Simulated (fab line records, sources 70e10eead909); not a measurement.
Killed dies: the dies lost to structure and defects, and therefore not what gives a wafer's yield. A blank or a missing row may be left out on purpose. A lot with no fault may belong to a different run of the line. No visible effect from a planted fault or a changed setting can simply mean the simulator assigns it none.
The tool behind it: which one? || flow nand-harc || 36 wafers from 12 lots sampled at 2 of the route's 1302 steps

## WHAT EACH GAUGE READ, for each wafer
NHARC_A_M1_INSPECT_27.
{"lot": "L075", "measured": "day 23 10:09", "on": "defect-inspect-01", "raw-defect-count": "399 568 543"}
{"lot": "L078", "measured": "day 24 14:59", "on": "defect-inspect-02", "raw-defect-count": "425 484 538"}
{"lot": "L079", "measured": "day 25 11:23", "on": "defect-inspect-01", "raw-defect-count": "440 631 583"}
{"lot": "L081", "measured": "day 25 15:55", "on": "defect-inspect-01", "raw-defect-count": "527 499 566"}
{"lot": "L083", "measured": "day 26 19:17", "on": "defect-inspect-01", "raw-defect-count": "604 767 1286"}
{"lot": "L085", "measured": "day 28 04:46", "on": "defect-inspect-02", "raw-defect-count": "354 497 548"}
{"lot": "L087", "measured": "day 28 15:06", "on": "defect-inspect-01", "raw-defect-count": "440 514 404"}
{"lot": "L090", "measured": "day 30 06:10", "on": "defect-inspect-01", "raw-defect-count": "498 447 628"}
{"lot": "L093", "measured": "day 30 16:32", "on": "defect-inspect-02", "raw-defect-count": "633 898 512"}
{"lot": "L091", "measured": "day 30 23:08", "on": "defect-inspect-01", "raw-defect-count": "418 448 548"}
{"lot": "L095", "measured": "day 31 17:22", "on": "defect-inspect-02", "raw-defect-count": "826 578 566"}
{"lot": "L096", "measured": "day 32 14:40", "on": "defect-inspect-01", "raw-defect-count": "574 598 748"}

## WHAT TOOL EACH LOT RAN ON (gives the tool, then ch and the chambers of the sampled wafers, and finally the start)
{"lot": "L075", "NHARC_A_M1_ANNEAL_31": "rtp-anneal-01 ch 0, day 23 09:23"}
{"lot": "L078", "NHARC_A_M1_ANNEAL_31": "rtp-anneal-02 ch 0, day 24 14:10"}
{"lot": "L079", "NHARC_A_M1_ANNEAL_31": "rtp-anneal-01 ch 0, day 25 10:35"}
{"lot": "L081", "NHARC_A_M1_ANNEAL_31": "rtp-anneal-01 ch 0, day 25 14:44"}
{"lot": "L083", "NHARC_A_M1_ANNEAL_31": "rtp-anneal-02 ch 0, day 26 18:28"}
{"lot": "L085", "NHARC_A_M1_ANNEAL_31": "rtp-anneal-02 ch 0, day 28 03:56"}
{"lot": "L087", "NHARC_A_M1_ANNEAL_31": "rtp-anneal-02 ch 0, day 28 14:16"}
{"lot": "L090", "NHARC_A_M1_ANNEAL_31": "rtp-anneal-02 ch 0, day 30 05:23"}
{"lot": "L093", "NHARC_A_M1_ANNEAL_31": "rtp-anneal-01 ch 0, day 30 15:41"}
{"lot": "L091", "NHARC_A_M1_ANNEAL_31": "rtp-anneal-01 ch 0, day 30 22:28"}
{"lot": "L095", "NHARC_A_M1_ANNEAL_31": "rtp-anneal-01 ch 0, day 31 16:33"}
{"lot": "L096", "NHARC_A_M1_ANNEAL_31": "rtp-anneal-01 ch 0, day 32 13:55"}
- NHARC_A_M1_ANNEAL_31: time 90 s.

## THE ANSWER, worked out from the rows above alone
Rule: the lots themselves supply what counts as usual. The widest of any qualifying gaps counts: lots, ordered by their means at a reading, are off when they make up no more than a third of the lots, leave a main group of 4 or more, and stand apart from it by 3 or more times the standard deviation of that group's means. The tables above print the reading to a certain number of digits; a main group whose means all agree to those digits is not used. Also off: a lot with no number at a reading for which 4 or more lots have one. Where the step has rows for the other lots, those lots are counted as sound.
No lot is off on any of the readings shown, so nothing can be concluded from this.

## WHAT THE SIMULATOR HAD INSERTED
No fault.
